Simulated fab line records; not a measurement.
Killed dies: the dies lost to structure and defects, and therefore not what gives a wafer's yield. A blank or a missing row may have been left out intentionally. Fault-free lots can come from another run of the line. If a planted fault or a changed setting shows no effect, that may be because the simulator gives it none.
Split-lot experiment || flow n5-finfet || 21 wafers read across 7 lots, on a route 1938 steps long

== ON THE SPLIT ==
At N5_MOL_CONTACT_COAG_ALD_27 (deposits SiOC, target thk 17 nm, pulse time 1.5 s, time 2720 s), the setting ald-cycles was moved away from the recipe's 340 on 8 of the 21 wafers read, by -12.9% to +10.6%. For the rest of the wafers, this setting stayed at what the recipe calls for.

The reading comes from the split's own step.

== THE READING ==
SiOC_of_MOL_CONTACT_COAG_ALD_27.thk-nm (the simulator's own value, which no gauge read), in nm, at N5_MOL_CONTACT_COAG_ALD_27 (deposits SiOC, target thk 17 nm, pulse time 1.5 s, time 2720 s). The file gives no usual value for it. Average 17.0 nm, standard deviation 0.11 nm, over the 13 wafers here run with the recipe.

{"wafer": "L076.2", "tool, chamber at the split": "ald-sin-03, 3", "ald-cycles as run": 325, "against the recipe": "-4.4%", "SiOC_of_MOL_CONTACT_COAG_ALD_27.thk-nm, nm": 16.4, "against lot-mates on the recipe": "no lot-mate on the recipe"}
{"wafer": "L076.3", "tool, chamber at the split": "ald-sin-03, 2,0", "ald-cycles as run": 325, "against the recipe": "-4.4%", "SiOC_of_MOL_CONTACT_COAG_ALD_27.thk-nm, nm": 16.2, "against lot-mates on the recipe": "no lot-mate on the recipe"}
{"wafer": "L076.4", "tool, chamber at the split": "ald-sin-03, 2,0", "ald-cycles as run": 325, "against the recipe": "-4.4%", "SiOC_of_MOL_CONTACT_COAG_ALD_27.thk-nm, nm": 16.2, "against lot-mates on the recipe": "no lot-mate on the recipe"}
{"wafer": "L078.1", "tool, chamber at the split": "ald-sin-04, 2,3,2", "ald-cycles as run": 340, "against the recipe": "recipe", "SiOC_of_MOL_CONTACT_COAG_ALD_27.thk-nm, nm": 17, "against lot-mates on the recipe": "-"}
{"wafer": "L078.2", "tool, chamber at the split": "ald-sin-04, 2,3,2", "ald-cycles as run": 340, "against the recipe": "recipe", "SiOC_of_MOL_CONTACT_COAG_ALD_27.thk-nm, nm": 17, "against lot-mates on the recipe": "-"}
{"wafer": "L078.5", "tool, chamber at the split": "ald-sin-04, 2,3,2", "ald-cycles as run": 340, "against the recipe": "recipe", "SiOC_of_MOL_CONTACT_COAG_ALD_27.thk-nm, nm": 17, "against lot-mates on the recipe": "-"}
{"wafer": "L079.1", "tool, chamber at the split": "ald-sin-02, 1,0,0", "ald-cycles as run": 340, "against the recipe": "recipe", "SiOC_of_MOL_CONTACT_COAG_ALD_27.thk-nm, nm": 17, "against lot-mates on the recipe": "-"}
{"wafer": "L079.3", "tool, chamber at the split": "ald-sin-02, 1,0,0", "ald-cycles as run": 340, "against the recipe": "recipe", "SiOC_of_MOL_CONTACT_COAG_ALD_27.thk-nm, nm": 17, "against lot-mates on the recipe": "-"}
{"wafer": "L079.5", "tool, chamber at the split": "ald-sin-02, 1,0,0", "ald-cycles as run": 340, "against the recipe": "recipe", "SiOC_of_MOL_CONTACT_COAG_ALD_27.thk-nm, nm": 17, "against lot-mates on the recipe": "-"}
{"wafer": "L080.3", "tool, chamber at the split": "ald-sin-03, 1,2", "ald-cycles as run": 340, "against the recipe": "recipe", "SiOC_of_MOL_CONTACT_COAG_ALD_27.thk-nm, nm": 16.8, "against lot-mates on the recipe": "-"}
{"wafer": "L080.5", "tool, chamber at the split": "ald-sin-03, 1,2", "ald-cycles as run": 340, "against the recipe": "recipe", "SiOC_of_MOL_CONTACT_COAG_ALD_27.thk-nm, nm": 16.8, "against lot-mates on the recipe": "-"}
{"wafer": "L080.6", "tool, chamber at the split": "ald-sin-03, 1", "ald-cycles as run": 340, "against the recipe": "recipe", "SiOC_of_MOL_CONTACT_COAG_ALD_27.thk-nm, nm": 17, "against lot-mates on the recipe": "-"}
{"wafer": "L085.2", "tool, chamber at the split": "ald-sin-02, 3,0", "ald-cycles as run": 296, "against the recipe": "-12.9%", "SiOC_of_MOL_CONTACT_COAG_ALD_27.thk-nm, nm": 14.8, "against lot-mates on the recipe": -2.2}
{"wafer": "L085.4", "tool, chamber at the split": "ald-sin-02, 3,0", "ald-cycles as run": 296, "against the recipe": "-12.9%", "SiOC_of_MOL_CONTACT_COAG_ALD_27.thk-nm, nm": 14.8, "against lot-mates on the recipe": -2.2}
{"wafer": "L085.5", "tool, chamber at the split": "ald-sin-02, 2", "ald-cycles as run": 340, "against the recipe": "recipe", "SiOC_of_MOL_CONTACT_COAG_ALD_27.thk-nm, nm": 17, "against lot-mates on the recipe": "-"}
{"wafer": "L087.1", "tool, chamber at the split": "ald-sin-02, 3", "ald-cycles as run": 305, "against the recipe": "-10.3%", "SiOC_of_MOL_CONTACT_COAG_ALD_27.thk-nm, nm": 15.4, "against lot-mates on the recipe": -1.8}
{"wafer": "L087.2", "tool, chamber at the split": "ald-sin-02, 1", "ald-cycles as run": 340, "against the recipe": "recipe", "SiOC_of_MOL_CONTACT_COAG_ALD_27.thk-nm, nm": 17.2, "against lot-mates on the recipe": "-"}
{"wafer": "L087.6", "tool, chamber at the split": "ald-sin-02, 1", "ald-cycles as run": 340, "against the recipe": "recipe", "SiOC_of_MOL_CONTACT_COAG_ALD_27.thk-nm, nm": 17.2, "against lot-mates on the recipe": "-"}
{"wafer": "L091.1", "tool, chamber at the split": "ald-sin-03, 2,1", "ald-cycles as run": 376, "against the recipe": "+10.6%", "SiOC_of_MOL_CONTACT_COAG_ALD_27.thk-nm, nm": 18.8, "against lot-mates on the recipe": "+1.8"}
{"wafer": "L091.4", "tool, chamber at the split": "ald-sin-03, 2,1", "ald-cycles as run": 376, "against the recipe": "+10.6%", "SiOC_of_MOL_CONTACT_COAG_ALD_27.thk-nm, nm": 18.8, "against lot-mates on the recipe": "+1.8"}
{"wafer": "L091.2", "tool, chamber at the split": "ald-sin-03, 3", "ald-cycles as run": 340, "against the recipe": "recipe", "SiOC_of_MOL_CONTACT_COAG_ALD_27.thk-nm, nm": 17, "against lot-mates on the recipe": "-"}
If several chambers appear in one row, that row covers several wafers at once and the file leaves open which wafer was in which chamber.

FIT RESULTS
A straight line over all 21 wafers: SiOC_of_MOL_CONTACT_COAG_ALD_27.thk-nm changes by +0.168 nm for each +1% of ald-cycles; r = +0.99; the points scatter about the line by 0.1 nm.
The same after taking each lot's own level away (the mean of its wafers on the recipe; 18 wafers): +0.171 nm for each +1%; r = +1.00; scatter 0.042 nm.
Per that fit: largest ald-cycles move, reading shift of 2.2 nm.
The span of the lots' own levels, 16.87 to 17.20 nm, comes to 3.0 times the standard deviation stated above.
The two slopes agree, so the slope changes little with the lot-to-lot level.
Check: for one of the wafers moved furthest among these (-12.9%), held out of the fit, the line's prediction against its lot-mates is -2.22 nm. It came out at -2.2 nm against them.

== OTHER SPLITS APPLIED TO THESE WAFERS ==
Before the reading, these wafers also passed through other splits. Each is held against what the fit with the lots' levels taken away leaves over:
{"other split on the same wafers": "N5_PMOS_HMC_CHANNEL_EPI_PEB_07 peb-time-s", "wafers away from the commonest value": 3, "r with SiOC_of_MOL_CONTACT_COAG_ALD_27.thk-nm (lot level and that fit taken away)": "+0.35"}
{"other split on the same wafers": "N5_PMOS_HMC_CHANNEL_EPI_DEVELOP_08 develop-time-s", "wafers away from the commonest value": 8, "r with SiOC_of_MOL_CONTACT_COAG_ALD_27.thk-nm (lot level and that fit taken away)": "+0.49"}
{"other split on the same wafers": "N5_DUMMY_GATE_COAT_28 spin-rpm", "wafers away from the commonest value": 9, "r with SiOC_of_MOL_CONTACT_COAG_ALD_27.thk-nm (lot level and that fit taken away)": -0.14}
{"other split on the same wafers": "N5_SD_EPI_N_COAT_03 spin-rpm", "wafers away from the commonest value": 11, "r with SiOC_of_MOL_CONTACT_COAG_ALD_27.thk-nm (lot level and that fit taken away)": "+0.15"}
{"other split on the same wafers": "N5_SD_EPI_N_DESCUM_14 time-s", "wafers away from the commonest value": 6, "r with SiOC_of_MOL_CONTACT_COAG_ALD_27.thk-nm (lot level and that fit taken away)": -0.30}
{"other split on the same wafers": "N5_HKMG_FIN_COAT_30 spin-rpm", "wafers away from the commonest value": 3, "r with SiOC_of_MOL_CONTACT_COAG_ALD_27.thk-nm (lot level and that fit taken away)": "+0.03"}
{"other split on the same wafers": "N5_HKMG_FIN_EXPOSE_09 dose-mj", "wafers away from the commonest value": 4, "r with SiOC_of_MOL_CONTACT_COAG_ALD_27.thk-nm (lot level and that fit taken away)": -0.27}
{"other split on the same wafers": "N5_MOL_CONTACT_COAG_COAT_58 spin-rpm", "wafers away from the commonest value": 9, "r with SiOC_of_MOL_CONTACT_COAG_ALD_27.thk-nm (lot level and that fit taken away)": "+0.14"}

== THE FILE'S OWN FIT ==
SiOC_of_MOL_CONTACT_COAG_ALD_27.thk-nm changes by +0.171 nm for each +1% of ald-cycles, r = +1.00.
